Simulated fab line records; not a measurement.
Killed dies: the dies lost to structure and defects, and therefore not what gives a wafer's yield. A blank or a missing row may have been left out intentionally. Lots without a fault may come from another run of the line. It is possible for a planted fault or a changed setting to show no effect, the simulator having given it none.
Chamber matching | flow n5 finfet | 4 sister chambers for N5_STI_FIN_REVEAL_ALD_14 on ald sin-01
The step deposits Si3N4, target thk 3 nm. 8 wafers are shown with their chamber, then 9 later ones without.

== WAFERS WITH THEIR CHAMBER ==
wafer  | chamber | heater power w (W)
L080.4 | 3       | 958
L082.6 | 2       | 713
L084.1 | 1       | 810
L084.3 | 0       | 896
L084.6 | 3       | 945
L090.1 | 2       | 744
L090.3 | 1       | 826
L090.5 | 0       | 904

== WAFERS WHOSE CHAMBER IS MISSING ==
wafer  | heater power w (W)
L092.1 | 709
L092.2 | 933
L092.5 | 804
L096.1 | 793
L096.2 | 897
L096.3 | 926
L097.1 | 942
L097.4 | 805
L097.5 | 811

== THE CHAMBER EACH PASSED THROUGH ==
wafer  | from the rows above     | in truth
L092.1 | 2                       | 2
L092.2 | can't be placed: 3 or 0 | 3
L092.5 | 1                       | 1
L096.1 | 1                       | 1
L096.2 | 0                       | 0
L096.3 | can't be placed: 3 or 0 | 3
L097.1 | 3                       | 3
L097.4 | 1                       | 1
L097.5 | 1                       | 1
Correct placement for 7 of the 9. These rows do not allow placing 2 (true chamber among the candidates in 2). Placed wrongly: 0.
How it was worked out, from the rows above alone: a wafer's distance from a chamber is the root of the sum, over the readings, of the square of ((its reading less the chamber's mean) divided by the reading's scatter). If the next closest chamber is less than 2 further off than the closest, the wafer can't be placed; otherwise it belongs to the closest. For every chamber, the mean is computed from those of its wafers that are shown. The scatter: take each reading less its chamber's mean, square it, sum over the shown wafers, divide by the number of wafers less the number of chambers, and take the root.
